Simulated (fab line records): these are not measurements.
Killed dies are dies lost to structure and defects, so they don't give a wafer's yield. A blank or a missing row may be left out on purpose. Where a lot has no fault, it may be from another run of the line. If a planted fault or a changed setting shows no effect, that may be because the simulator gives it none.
Which tool was responsible? | flow nandHarc | route of 1302 steps, sampled at 1 step: 24 lots, 72 wafers

WHAT THE GAUGES SHOWED, per wafer
NHARC_A_ONON_D2_THK_MEAS_30: measures by ellipsometry.
lot  | measured     | on           | thkNm (nm)
L074 | day 12 22:53 | filmMetro-01 | 999 998 1000
L075 | day 12 22:55 | filmMetro-01 | 990 990 992
L076 | day 13 12:59 | filmMetro-02 | 1010 1010 1008
L077 | day 13 20:33 | filmMetro-01 | 999 999 999
L078 | day 14 05:20 | filmMetro-02 | 1015 1017 1017
L079 | day 15 01:18 | filmMetro-02 | 1009 1010 1010
L080 | day 15 16:17 | filmMetro-02 | 1002 1004 1002
L081 | day 16 01:38 | filmMetro-01 | 989 989 990
L082 | day 16 12:32 | filmMetro-01 | 1005 1003 1003
L084 | day 17 06:04 | filmMetro-01 | 995 996 994
L083 | day 17 06:06 | filmMetro-02 | 991 990 989
L085 | day 17 17:20 | filmMetro-01 | 977 977 979
L086 | day 17 17:24 | filmMetro-02 | 1002 1002 1003
L089 | day 19 00:09 | filmMetro-01 | 1002 1002 1002
L087 | day 19 00:10 | filmMetro-02 | 1000 997 999
L088 | day 19 09:50 | filmMetro-02 | 991 991 992
L091 | day 19 21:25 | filmMetro-01 | 985 986 984
L090 | day 20 03:55 | filmMetro-02 | 1021 1021 1024
L092 | day 20 10:01 | filmMetro-01 | 1002 1004 1005
L093 | day 20 10:01 | filmMetro-02 | 997 998 998
L094 | day 21 10:37 | filmMetro-02 | 1007 1008 1007
L095 | day 21 19:47 | filmMetro-01 | 974 976 974
L097 | day 22 02:28 | filmMetro-01 | 994 993 994
L096 | day 22 02:29 | filmMetro-01 | 996 994 995

WHICH TOOL RAN EACH LOT (tool, then ch and the chambers of the sampled wafers, then the start)
Record: no process step prior to these readings.

AS READ BY THE TOOLS THEMSELVES (means over the sampled wafers that have a number; for cases with no such wafer, the mark the record gives instead)
The record holds no such reading with a usual standard deviation.

THE ANSWER, worked out from the rows above alone
Rule: usual is defined by the lots themselves. The widest of any qualifying gaps counts: lots, ordered by their means at a reading, are off when they make up no more than a third of the lots, leave a main group of 4 or more, and stand apart from it by 3 or more times the standard deviation of that group's means. A main group is skipped when, at the precision printed for the reading in the tables above, its means are all equal. A lot without any number at a reading at which 4 lots or more have one is off too. Any other lot the step has rows for is counted as sound. After the gauges, taken in route order, come the tools' own readings; for these a lot's mean is taken, as printed above. At the first step where some lot is off, the reading lying furthest off is the one used; lots without a number count as furthest.
No lot is off at any reading shown: from this, nothing can be told.

WHAT WAS PUT IN BY THE SIMULATOR
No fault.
